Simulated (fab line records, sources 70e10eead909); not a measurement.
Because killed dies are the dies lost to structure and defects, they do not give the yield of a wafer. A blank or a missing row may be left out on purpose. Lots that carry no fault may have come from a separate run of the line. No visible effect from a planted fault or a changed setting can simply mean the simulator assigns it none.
Matching of chambers -- flow nand harc -- NHARC_A_CHANNEL_FILL_D1_ALD_25 on ald hk-03: 4 sister chambers
The step deposits SiOx, target thk 60 nm, pulse time 10 s, ald cycles 600. 8 wafers are shown with their chamber, then 8 later ones without.

== WAFERS PAIRED WITH THEIR CHAMBERS ==
wafer,chamber,heater power w (W),precursor pulse height rel
L337.1,3,567,0.990
L339.6,1,490,1.023
L347.4,2,559,1.021
L347.6,0,416,0.959
L348.1,2,560,0.988
L348.3,0,419,1.002
L348.4,1,482,1.005
L350.3,3,584,1.005

== WAFERS WITHOUT THEIR CHAMBER ==
wafer,heater power w (W),precursor pulse height rel
L350.1,541,1.013
L350.4,497,1.023
L354.1,563,1.022
L354.4,438,1.000
L354.6,585,1.023
L357.2,460,1.019
L357.3,577,1.000
L357.4,428,1.001

== THE CHAMBER EACH PASSED THROUGH ==
wafer,from the rows above,in truth
L350.1,2,2
L350.4,1,1
L354.1,can't be placed: 2 or 3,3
L354.4,0,0
L354.6,3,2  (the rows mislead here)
L357.2,1,1
L357.3,3,3
L357.4,0,0
Placed correctly: 6 of 8. Unplaceable from these rows: 1, with the true chamber sitting among the candidates in 1. Number placed wrongly: 1.
How it was worked out, from the rows above alone: a wafer's distance from a chamber is the root of the sum, over the readings, of the square of ((its reading less the chamber's mean) divided by the reading's scatter). The wafer belongs to the nearest chamber; if the next one is less than 2 further off, it can't be placed. A chamber's mean is the mean of its shown wafers. How the scatter is found: for the shown wafers, subtract from each reading the mean of its chamber, square and add these, divide the total by (wafers less chambers), then take the root.
